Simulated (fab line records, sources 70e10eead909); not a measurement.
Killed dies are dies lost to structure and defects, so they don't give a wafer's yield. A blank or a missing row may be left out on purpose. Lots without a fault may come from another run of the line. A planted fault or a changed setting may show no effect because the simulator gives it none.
fab line records | flow nand_harc
record lots=13 wafers=39 last_day=33
route steps=1302 shown P_GATE@143
lots that met no fault: from a run of the same line without faults
start_h: hours from the record's first day to the start of the lot's first wafer shown | wait_h: hours since the lot's step before | " the same as in the row above | L1.1+2: a row that stands for several wafers | - no value, or no start given | * or withheld: withheld | < > ~ a bound
route shown NAME@n: a module of which the file shows steps, and the number in the route of the first | usual: mean/standard deviation of fault-free wafers | same: alike in all rows | chamber/n: place in a boat | sites: the reading at each site | _std_site: their standard deviation | _edge_site: outer sites' mean less inner sites' | radius_mm: how far each site lies from the wafer's centre | mask NAME#n: copy n | behind: the tool/chamber that last shaped the wafer | hold: why the lot was held/for how many hours/how that ended | device: the transistor (n, p or np) that didn't switch | end of line: the same wafers' tests at the end of the route | a step without rows: its recipe alone | killed: dies lost to structure and defects at the first sort, not the wafer's yield | map: a wafer's dies, x killed, . not, _ none there
set.NAME: the setting as run; set.NAME@STEP: as run at that earlier step | model.NAME: the simulator's own value behind a step, which no gauge read
steps of the route over a sample of lots; a table a step, a row a wafer
services: from which hour (start_h, from the record's first day; less than 0 if before it) a tool's chamber was out of use, for how many hours, and why
## steps
# step NHARC_P_GATE_INSPECT_28
# usual raw_defect_count=5.9/2.6
# columns lot.wafer tool chamber start_h wait_h raw_defect_count
L378.1 defect_inspect-02 - 95.82 0.0 6
L378.2 " - " " 8
L378.4 " - " " 8
L382.2 defect_inspect-02 - 136.30 0.0 4
L382.3 " - " " 5
L382.4 " - " " 7
L391.2 defect_inspect-02 - 223.25 0.0 3
L391.3 " - " " 6
L391.6 " - " " 5
L393.3 defect_inspect-01 - 244.53 0.0 4
L393.5 " - " " 9
L393.6 " - " " 5
L392.3 defect_inspect-01 - 244.71 0.0 5
L392.4 " - " " 2
L392.6 " - " " 9
L394.1 defect_inspect-01 - 261.54 0.0 9
L394.2 " - " " 9
L394.3 " - " " 1
L395.2 defect_inspect-01 - 272.76 0.0 7
L395.3 " - " " 6
L395.6 " - " " 10
L396.3 defect_inspect-01 - 275.68 0.0 4
L396.4 " - " " 4
L396.5 " - " " 4
L397.2 defect_inspect-02 - 289.09 0.0 6
L397.3 " - " " 4
L397.5 " - " " 12
L398.1 defect_inspect-02 - 297.39 0.0 4
L398.3 " - " " 2
L398.4 " - " " 2
L399.3 defect_inspect-02 - 302.43 0.0 8
L399.5 " - " " 6
L399.6 " - " " 11
L400.1 defect_inspect-02 - 321.14 0.0 11
L400.3 " - " " 6
L400.5 " - " " 3
L401.2 defect_inspect-01 - 324.90 0.0 5
L401.3 " - " " 7
L401.4 " - " " 5
# step NHARC_P_GATE_CD_MEAS_46
# recipe target_cd_nm=720 landing_energy_ev=500
# usual cd_nm=720.0/2.5
# same landing_energy_ev=500
# columns lot.wafer tool chamber start_h wait_h cd_nm
L378.1 cd_sem-02 0 109.24 - 720.8
L378.2 " 0 " " 721.1
L378.4 " 0 " " 720.8
L382.2 cd_sem-03 0 148.15 - 716.0
L382.3 " 0 " " 717.0
L382.4 " 0 " " 719.0
L391.2 cd_sem-03 0 235.10 - 722.4
L391.3 " 0 " " 718.8
L391.6 " 0 " " 718.5
L393.3 cd_sem-02 0 256.33 - 723.1
L393.5 " 0 " " 720.0
L393.6 " 0 " " 718.9
L392.3 cd_sem-03 0 256.67 - 719.9
L392.4 " 0 " " 715.8
L392.6 " 0 " " 714.5
L394.1 cd_sem-02 0 273.31 - 715.7
L394.2 " 0 " " 719.5
L394.3 " 0 " " 717.3
L395.2 cd_sem-01 0 284.64 - 720.3
L395.3 " 0 " " 717.5
L395.6 " 0 " " 718.1
L396.3 cd_sem-01 0 287.55 - 722.9
L396.4 " 0 " " 721.9
L396.5 " 0 " " 724.6
L397.2 cd_sem-03 0 300.84 - 724.4
L397.3 " 0 " " 721.0
L397.5 " 0 " " 718.6
L398.1 cd_sem-01 0 309.51 - 719.9
L398.3 " 0 " " 719.9
L398.4 " 0 " " 717.6
L399.3 cd_sem-03 0 314.22 - 720.1
L399.5 " 0 " " 719.0
L399.6 " 0 " " 721.7
L400.1 cd_sem-03 0 333.02 - 718.6
L400.3 " 0 " " 717.8
L400.5 " 0 " " 719.4
L401.2 cd_sem-03 0 336.78 - 718.0
L401.3 " 0 " " 719.0
L401.4 " 0 " " 716.6
# step NHARC_P_GATE_STRIP_111
# recipe power_w=1500 temp_c=110 time_s=250 chemistry=N2/H2
# usual drypump_motor_current_A=5.7/0.32 heater_power_w=92/10 rf_refl_power_W=19/5.2
# columns lot.wafer tool chamber start_h wait_h drypump_motor_current_A heater_power_w rf_hours_counter_h rf_refl_power_W
L378.1 plasma_asher-02 1 109.77 0.2 5.9 100 5 13
L378.2 " 0 " " 5.5 86 5 23
L378.4 " 0 " " 5.5 90 - 24
L382.2 plasma_asher-01 1 148.68 0.2 6.1 80 35 14
L382.4 " 1 " " 6.1 76 - 14
L382.3 " 0 " " 5.4 103 - 23
L391.2 plasma_asher-02 1 235.67 0.2 5.9 102 29 13
L391.3 " 1 " " 6.0 100 - 14
L391.6 " 0 " " 5.5 84 - 24
L393.3 plasma_asher-01 1 257.03 0.3 6.1 79 - 13
L393.6 " 0 " " 5.4 106 - 23
L393.5 " 1 " " 6.1 80 - 14
L392.4 plasma_asher-01 1 257.35 0.2 6.1 80 - 14
L392.3 " 0 " " 5.4 102 - 24
L392.6 " 1 " " 6.1 83 - 13
L394.2 plasma_asher-02 0 273.90 0.2 5.5 90 3 24
L394.1 " 1 " " 5.9 95 3 14
L394.3 " 1 " " 5.9 94 - 13
L395.2 plasma_asher-01 1 285.22 0.2 6.0 77 26 12
L395.3 " 1 " " 6.0 81 - 14
L395.6 " 1 " " 6.1 79 - 14
L396.4 plasma_asher-02 0 288.19 0.2 5.5 87 - 25
L396.3 " 1 " " 5.9 95 - 14
L396.5 " 1 " " 5.9 95 - 14
L397.2 plasma_asher-01 0 301.37 0.2 5.4 103 28 25
L397.3 " 0 " " 5.4 104 - 23
L397.5 " 0 " " 5.4 105 - 24
L398.1 plasma_asher-01 1 310.06 0.2 6.1 81 30 13
L398.4 " 1 " " 6.1 83 - 14
L398.3 " 0 " " 5.4 102 - 22
L399.3 plasma_asher-01 0 314.90 0.3 5.4 103 - 23
L399.5 " 1 " " 6.1 81 - 13
L399.6 " 0 " " 5.4 104 - 24
L400.1 plasma_asher-02 0 333.70 0.2 5.4 86 16 24
L400.3 " 1 " " 5.9 95 - 13
L400.5 " 1 " " 5.9 96 - 14
L401.2 plasma_asher-02 0 337.35 0.2 5.4 92 17 23
L401.4 " 1 " " 6.0 95 - 13
L401.3 " 0 " " 5.5 87 - 22
# step NHARC_P_GATE_EXPOSE_56
# recipe na=0.6 target_cd_nm=720 dose_mj=14.81 mask_id=P_PSD
# usual exposure_dose_mJ_cm2=14.813/0.014
# columns lot.wafer tool chamber start_h wait_h mask exposure_dose_mJ_cm2
L378.1 krf_scanner-04 0 110.84 - P_PSD#0 14.801
L378.2 " 0 " " P_PSD#0 14.800
L378.4 " 0 " " P_PSD#0 14.816
L382.2 krf_scanner-01 0 149.63 - P_PSD_R1#0 14.791
L382.3 " 0 " " P_PSD_R1#0 14.817
L382.4 " 0 " " P_PSD_R1#0 14.816
L391.2 krf_scanner-04 0 236.57 - P_PSD#0 14.824
L391.3 " 0 " " P_PSD#0 14.825
L391.6 " 0 " " P_PSD#0 14.811
L393.3 krf_scanner-04 0 257.83 - P_PSD#0 14.804
L393.5 " 0 " " P_PSD#0 14.804
L393.6 " 0 " " P_PSD#0 14.805
L392.3 krf_scanner-01 0 258.32 - P_PSD#0 14.798
L392.4 " 0 " " P_PSD#0 14.796
L392.6 " 0 " " P_PSD#0 14.822
L394.1 krf_scanner-04 0 274.97 - P_PSD#0 14.817
L394.2 " 0 " " P_PSD#0 14.818
L394.3 " 0 " " P_PSD#0 14.817
L395.2 krf_scanner-04 0 286.12 - P_PSD#0 14.818
L395.3 " 0 " " P_PSD#0 14.824
L395.6 " 0 " " P_PSD#0 14.831
L396.3 krf_scanner-04 0 289.05 - P_PSD#0 14.823
L396.4 " 0 " " P_PSD#0 14.810
L396.5 " 0 " " P_PSD#0 14.832
L397.2 krf_scanner-03 0 302.44 - P_PSD#0 14.793
L397.3 " 0 " " P_PSD#0 14.798
L397.5 " 0 " " P_PSD#0 14.760
L398.1 krf_scanner-03 0 311.02 - P_PSD#0 14.778
L398.3 " 0 " " P_PSD#0 14.793
L398.4 " 0 " " P_PSD#0 14.803
L399.3 krf_scanner-03 0 315.71 - P_PSD#0 14.802
L399.5 " 0 " " P_PSD#0 14.810
L399.6 " 0 " " P_PSD#0 14.816
L400.1 krf_scanner-03 0 334.59 - P_PSD#0 14.823
L400.3 " 0 " " P_PSD#0 14.826
L400.5 " 0 " " P_PSD#0 14.837
L401.2 krf_scanner-01 0 338.37 - P_PSD#0 14.797
L401.3 " 0 " " P_PSD#0 14.820
L401.4 " 0 " " P_PSD#0 14.806
# step NHARC_P_GATE_CD_MEAS_59
# recipe target_cd_nm=720 landing_energy_ev=500
# usual cd_nm=719.2/2.4
# same landing_energy_ev=500
# columns lot.wafer tool chamber start_h wait_h cd_nm
L378.1 cd_sem-01 0 111.00 - 720.1
L378.2 " 0 " " 721.1
L378.4 " 0 " " 723.6
L382.2 cd_sem-02 0 149.78 - 784.1
L382.3 " 0 " " 785.6
L382.4 " 0 " " 786.2
L391.2 cd_sem-02 0 236.72 - 719.1
L391.3 " 0 " " 717.9
L391.6 " 0 " " 716.3
L393.3 cd_sem-02 0 257.98 - 716.6
L393.5 " 0 " " 718.6
L393.6 " 0 " " 716.4
L392.3 cd_sem-03 0 258.48 - 715.7
L392.4 " 0 " " 721.4
L392.6 " 0 " " 720.6
L394.1 cd_sem-01 0 275.13 - 716.8
L394.2 " 0 " " 719.1
L394.3 " 0 " " 715.2
L395.2 cd_sem-02 0 286.28 - 718.8
L395.3 " 0 " " 720.3
L395.6 " 0 " " 718.6
L396.3 cd_sem-01 0 289.20 - 716.9
L396.4 " 0 " " 715.7
L396.5 " 0 " " 718.6
L397.2 cd_sem-02 0 302.60 - 718.4
L397.3 " 0 " " 718.7
L397.5 " 0 " " 714.9
L398.1 cd_sem-01 0 311.18 - 724.9
L398.3 " 0 " " 719.2
L398.4 " 0 " " 715.9
L399.3 cd_sem-03 0 315.86 - 721.4
L399.5 " 0 " " 719.6
L399.6 " 0 " " 719.9
L400.1 cd_sem-02 0 334.75 - 717.6
L400.3 " 0 " " 719.4
L400.5 " 0 " " 718.6
L401.2 cd_sem-02 0 338.53 - 718.7
L401.3 " 0 " " 720.8
L401.4 " 0 " " 721.2
## services
# columns tool chamber start_h hours kind
krf_scanner-04 0 89.61 - calibration
krf_scanner-01 - 100.96 1.2 repair
krf_scanner-04 - 116.00 0.7 repair
krf_scanner-01 - 140.00 4.0 pm
plasma_asher-02 - 154.81 11.1 repair
plasma_asher-01 - 165.20 9.0 pm
plasma_asher-01 0 165.20 9.0 vent_cycle
plasma_asher-01 1 165.20 9.0 vent_cycle
plasma_asher-01 0 174.20 - clean
plasma_asher-01 1 174.20 - clean
krf_scanner-04 - 183.13 4.0 pm
plasma_asher-02 - 216.69 4.6 repair
krf_scanner-01 - 217.44 1.5 repair
krf_scanner-03 - 224.00 4.0 pm
plasma_asher-02 - 229.38 6.2 repair
krf_scanner-01 - 242.95 0.6 repair
plasma_asher-02 - 249.04 9.0 pm
plasma_asher-02 0 249.04 9.0 vent_cycle
plasma_asher-02 1 249.04 9.0 vent_cycle
krf_scanner-04 0 254.73 - calibration
plasma_asher-02 0 258.04 - clean
krf_scanner-01 - 312.00 4.0 pm
plasma_asher-02 - 319.64 2.0 repair
krf_scanner-01 - 324.01 1.3 repair
## key
first_sign step=NHARC_P_GATE_EXPOSE_56 reading=mask direction=changed
effect step=NHARC_P_GATE_CD_MEAS_59 reading=cd_nm direction=up sigmas=28 usual=719.2 struck=785.3
met_at NHARC_P_GATE_EXPOSE_56
struck_lots L382
sort_left_out L382.2,L382.3,L382.4
tester_left_out L382
not_acting_at NHARC_P_GATE_INSPECT_28,NHARC_P_GATE_CD_MEAS_46,NHARC_P_GATE_STRIP_111
fault kind=wrong_mask tool=any chamber=- onset_h=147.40 steps=NHARC_P_GATE_EXPOSE_56 aux_copy=P_PSD_R1#0 cd_offset_nm=66.201 scope=struck_lots_only
# tester_left_out: of these lots the tester's yield and bins aren't shown, on N5 and GAA mostly nor the transistor test; their killed dies are dies lost to structure and defects alone, not to doping, threshold or leakage, so they don't give the yield
# sort_left_out: the simulated sort isn't trusted on such a fault, so these wafers' sort isn't shown, and their yield isn't known
